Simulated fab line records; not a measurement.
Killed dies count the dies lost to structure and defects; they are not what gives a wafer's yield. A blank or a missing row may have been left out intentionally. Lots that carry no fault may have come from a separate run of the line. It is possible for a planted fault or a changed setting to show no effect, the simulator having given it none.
Matching of chambers | flow n5 finfet | pecvd-03 running N5_GATE_CUT_PECVD_57: 3 sister chambers
The step deposits SiNx from SiH4/NH3/N2, target thk 21 nm. 18 wafers are shown with their chamber, then 9 later ones without.

== WAFERS, EACH WITH ITS CHAMBER ==
wafer  | chamber | throttle valve pct (%) | showerhead plenum p Torr (Torr) | heater power w (W)
L076.2 | 1       | 43.8                   | 5.18                            | 724
L076.4 | 0       | 40.9                   | 5.19                            | 873
L076.5 | 2       | 36.9                   | 5.08                            | 822
L077.3 | 1       | 43.8                   | 5.18                            | 780
L077.5 | 2       | 36.8                   | 5.06                            | 845
L077.6 | 1       | 43.5                   | 5.18                            | 765
L079.1 | 2       | 36.9                   | 5.08                            | 754
L079.3 | 1       | 43.8                   | 5.18                            | 698
L079.5 | 0       | 40.9                   | 5.19                            | 921
L080.2 | 1       | 43.9                   | 5.18                            | 792
L080.5 | 1       | 43.8                   | 5.17                            | 823
L080.6 | 0       | 41.2                   | 5.18                            | 917
L084.1 | 0       | 41.1                   | 5.18                            | 891
L084.3 | 1       | 43.9                   | 5.18                            | 676
L084.6 | 2       | 36.9                   | 5.07                            | 718
L085.2 | 0       | 41.3                   | 5.17                            | 910
L085.5 | 2       | 37.2                   | 5.06                            | 818
L085.6 | 0       | 41.0                   | 5.18                            | 881

SIGNATURES, as means of the wafers listed above
reading                  | chamber 0 | chamber 1 | chamber 2 | scatter within a chamber
throttle valve pct       | 41.067    | 43.786    | 36.940    | 0.149
showerhead plenum p Torr | 5.1817    | 5.1786    | 5.0700    | 0.00716
heater power w           | 898.83    | 751.14    | 791.40    | 45
Rule: a wafer's distance from a chamber is the root of the sum, over the readings, of the square of ((its reading less the chamber's mean) divided by the reading's scatter). If the next closest chamber is less than 2 further off than the closest, the wafer can't be placed; otherwise it belongs to the closest. The scatter: take each reading less its chamber's mean, square it, sum over the shown wafers, divide by the number of wafers less the number of chambers, and take the root.

== WAFERS MISSING THEIR CHAMBER ==
wafer  | throttle valve pct (%) | showerhead plenum p Torr (Torr) | heater power w (W)
L092.4 | 37.1                   | 5.05                            | 816
L092.5 | 37.3                   | 5.07                            | 818
L092.6 | 40.9                   | 5.17                            | 861
L093.1 | 37.3                   | 5.06                            | 733
L093.4 | 37.3                   | 5.06                            | 726
L093.6 | 37.1                   | 5.07                            | 730
L094.1 | 37.0                   | 5.07                            | 740
L094.2 | 41.0                   | 5.19                            | 915
L094.3 | 37.1                   | 5.08                            | 701

== THE CHAMBER EACH PASSED THROUGH ==
wafer  | from the rows above | in truth
L092.4 | 2                   | 2
L092.5 | 2                   | 2
L092.6 | 0                   | 0
L093.1 | 2                   | 2
L093.4 | 2                   | 2
L093.6 | 2                   | 2
L094.1 | 2                   | 2
L094.2 | 0                   | 0
L094.3 | 2                   | 2
Correct placement for 9 of the 9. Left unplaced by these rows: 0. Placed wrongly: 0.
